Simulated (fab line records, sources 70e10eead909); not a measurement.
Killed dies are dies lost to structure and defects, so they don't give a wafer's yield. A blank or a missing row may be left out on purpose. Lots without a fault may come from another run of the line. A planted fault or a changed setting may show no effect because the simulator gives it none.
Which tool did it? | flow nand_harc | 6 lots, 18 wafers sampled, at 3 steps of a route of 1302

WHAT THE GAUGES READ, wafer by wafer
NHARC_P_ZERO_WELL_CD_MEAS_24: target cd 720 nm.
lot  | measured     | on        | cd_nm (nm)
L961 | day 3 04:33  | cd_sem-01 | 715.1 716.3 717.5
L966 | day 5 06:45  | cd_sem-02 | - - -
L968 | day 6 02:20  | cd_sem-03 | - - -
L973 | day 8 04:35  | cd_sem-01 | 720.2 718.5 719.9
L978 | day 10 06:35 | cd_sem-01 | 720.1 718.7 719.3
L980 | day 11 02:21 | cd_sem-01 | 719.6 719.0 719.6

WHICH TOOL RAN EACH LOT (tool, then ch and the chambers of the sampled wafers, then the start)
lot  | NHARC_P_ZERO_WELL_ETCH_62                    | NHARC_P_ZERO_WELL_EXPOSE_21
L961 | rie_diel-02 ch 0,2, day 3 04:24 or earlier   | krf_scanner-01 ch 0, day 3 04:24
L966 | rie_diel-11 ch 0,1,3, day 5 06:35 or earlier | krf_scanner-01, day 5 06:35
L968 | rie_diel-02 ch 0,1,2, day 6 02:11 or earlier | krf_scanner-03, day 6 02:11
L973 | rie_diel-04 ch 0,1,3, day 8 04:26 or earlier | krf_scanner-03 ch 0, day 8 04:26
L978 | rie_diel-11 ch 2,3, day 10 06:25 or earlier  | krf_scanner-03 ch 0, day 10 06:25
L980 | rie_diel-02 ch 1,2, day 11 02:11 or earlier  | krf_scanner-03 ch 0, day 11 02:11
- NHARC_P_ZERO_WELL_ETCH_62: etches the open film in CHF3/Ar, target depth 13 nm, time 6.5 s.
- NHARC_P_ZERO_WELL_EXPOSE_21: exposes mask P NWELL, target cd 720 nm.

THE ANSWER, worked out from the rows above alone
Rule: what is usual is taken from the lots themselves. Put in order of their means at a reading, lots are off if they are a third of the lots or fewer, leave a main group of 4 or more, and stand apart from it by a gap of 3 or more times the standard deviation of the main group's means; of several such gaps the widest counts. A main group whose means are all the same, to the digits that the tables above print for the reading, isn't used. A lot without any number at a reading at which 4 lots or more have one is off too. The other lots that the step has rows for count as sound.
Off: L966, L968, at NHARC_P_ZERO_WELL_CD_MEAS_24 (cd_nm). Without a number there: L966, L968. The main group: mean 718.6 nm, standard deviation 1.4.
A tool fits if, at a process step before that reading, it ran every lot that is off, and no sound lot after the first of them. The gauges at NHARC_P_ZERO_WELL_CD_MEAS_24 are tried like those tools. NHARC_P_ZERO_WELL_ETCH_62 gives no start for some lots, so the hours and the order of its lots are those of NHARC_P_ZERO_WELL_EXPOSE_21. None of those tried fits.

WHAT THE SIMULATOR HAD PUT IN
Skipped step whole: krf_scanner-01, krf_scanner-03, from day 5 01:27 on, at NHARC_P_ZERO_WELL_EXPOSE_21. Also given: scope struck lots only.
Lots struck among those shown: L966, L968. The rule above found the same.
